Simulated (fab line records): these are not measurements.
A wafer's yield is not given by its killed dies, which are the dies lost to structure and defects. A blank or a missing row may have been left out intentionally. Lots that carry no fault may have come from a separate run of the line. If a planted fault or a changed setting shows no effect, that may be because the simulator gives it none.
Matching of chambers || flow nand-harc || rie-diel-02 running NHARC_P_GATE_DESCUM_48: 4 sister chambers
The step chemistry O2, time 3 s. 14 wafers are shown with their chamber, then 7 later ones without.

## WAFERS, EACH WITH ITS CHAMBER
{"wafer": "L150.1", "chamber": 2, "showerhead-plenum-p-Torr (Torr)": 1.88, "drypump-motor-current-A (A)": 6.1, "oes-product-au (a.u.)": 0.976}
{"wafer": "L150.5", "chamber": 0, "showerhead-plenum-p-Torr (Torr)": 1.93, "drypump-motor-current-A (A)": 5.5, "oes-product-au (a.u.)": 0.994}
{"wafer": "L150.6", "chamber": 3, "showerhead-plenum-p-Torr (Torr)": 1.97, "drypump-motor-current-A (A)": 5.1, "oes-product-au (a.u.)": 0.987}
{"wafer": "L153.1", "chamber": 2, "showerhead-plenum-p-Torr (Torr)": 1.88, "drypump-motor-current-A (A)": 6.2, "oes-product-au (a.u.)": 0.984}
{"wafer": "L153.4", "chamber": 1, "showerhead-plenum-p-Torr (Torr)": 2.01, "drypump-motor-current-A (A)": 5.5, "oes-product-au (a.u.)": 1.003}
{"wafer": "L153.6", "chamber": 0, "showerhead-plenum-p-Torr (Torr)": 1.93, "drypump-motor-current-A (A)": 5.5, "oes-product-au (a.u.)": 1.006}
{"wafer": "L156.2", "chamber": 1, "showerhead-plenum-p-Torr (Torr)": 2.01, "drypump-motor-current-A (A)": 5.5, "oes-product-au (a.u.)": 0.997}
{"wafer": "L156.3", "chamber": 2, "showerhead-plenum-p-Torr (Torr)": 1.88, "drypump-motor-current-A (A)": 6.1, "oes-product-au (a.u.)": 0.967}
{"wafer": "L156.5", "chamber": 0, "showerhead-plenum-p-Torr (Torr)": 1.92, "drypump-motor-current-A (A)": 5.5, "oes-product-au (a.u.)": 0.998}
{"wafer": "L154.1", "chamber": 2, "showerhead-plenum-p-Torr (Torr)": 1.88, "drypump-motor-current-A (A)": 6.1, "oes-product-au (a.u.)": 0.982}
{"wafer": "L154.5", "chamber": 1, "showerhead-plenum-p-Torr (Torr)": 2.01, "drypump-motor-current-A (A)": 5.5, "oes-product-au (a.u.)": 0.994}
{"wafer": "L154.6", "chamber": 2, "showerhead-plenum-p-Torr (Torr)": 1.88, "drypump-motor-current-A (A)": 6.1, "oes-product-au (a.u.)": 0.975}
{"wafer": "L167.4", "chamber": 2, "showerhead-plenum-p-Torr (Torr)": 1.88, "drypump-motor-current-A (A)": 6.1, "oes-product-au (a.u.)": 0.988}
{"wafer": "L167.5", "chamber": 1, "showerhead-plenum-p-Torr (Torr)": 2.01, "drypump-motor-current-A (A)": 5.5, "oes-product-au (a.u.)": 1.000}

SIGNATURES, as means of the wafers listed above
{"reading": "showerhead-plenum-p-Torr", "chamber 0": 1.9267, "chamber 1": 2.0100, "chamber 2": 1.8800, "chamber 3": 1.9700, "scatter within a chamber": 0.00258}
{"reading": "drypump-motor-current-A", "chamber 0": 5.500, "chamber 1": 5.500, "chamber 2": 6.117, "chamber 3": 5.100, "scatter within a chamber": 0.0289}
{"reading": "oes-product-au", "chamber 0": 0.99933, "chamber 1": 0.99850, "chamber 2": 0.97867, "chamber 3": 0.98700, "scatter within a chamber": 0.00635}
Rule: distance of a wafer from a chamber = root of the sum over the readings of ((wafer's reading minus chamber's mean) / reading's scatter) squared. The wafer belongs to the nearest chamber; if the next one is less than 2 further off, it can't be placed. The scatter: the root of (the sum of the squares of (reading less its chamber's mean) over the shown wafers, divided by (wafers less chambers)).

## WAFERS WITH NO CHAMBER GIVEN
{"wafer": "L167.6", "showerhead-plenum-p-Torr (Torr)": 1.88, "drypump-motor-current-A (A)": 6.2, "oes-product-au (a.u.)": 0.975}
{"wafer": "L166.2", "showerhead-plenum-p-Torr (Torr)": 1.92, "drypump-motor-current-A (A)": 5.5, "oes-product-au (a.u.)": 0.986}
{"wafer": "L166.4", "showerhead-plenum-p-Torr (Torr)": 1.88, "drypump-motor-current-A (A)": 6.2, "oes-product-au (a.u.)": 0.983}
{"wafer": "L166.5", "showerhead-plenum-p-Torr (Torr)": 1.92, "drypump-motor-current-A (A)": 5.5, "oes-product-au (a.u.)": 0.981}
{"wafer": "L170.3", "showerhead-plenum-p-Torr (Torr)": 1.97, "drypump-motor-current-A (A)": 5.1, "oes-product-au (a.u.)": 1.002}
{"wafer": "L170.5", "showerhead-plenum-p-Torr (Torr)": 1.97, "drypump-motor-current-A (A)": 5.1, "oes-product-au (a.u.)": 1.009}
{"wafer": "L170.6", "showerhead-plenum-p-Torr (Torr)": 1.92, "drypump-motor-current-A (A)": 5.5, "oes-product-au (a.u.)": 0.984}

## THE CHAMBER EACH PASSED THROUGH
{"wafer": "L167.6", "from the rows above": 2, "in truth": 2}
{"wafer": "L166.2", "from the rows above": 0, "in truth": 0}
{"wafer": "L166.4", "from the rows above": 2, "in truth": 2}
{"wafer": "L166.5", "from the rows above": 0, "in truth": 0}
{"wafer": "L170.3", "from the rows above": 3, "in truth": 3}
{"wafer": "L170.5", "from the rows above": 3, "in truth": 3}
{"wafer": "L170.6", "from the rows above": 0, "in truth": 0}
7 of 7 placed correctly. From these rows, 0 cannot be placed. Number placed wrongly: 0.
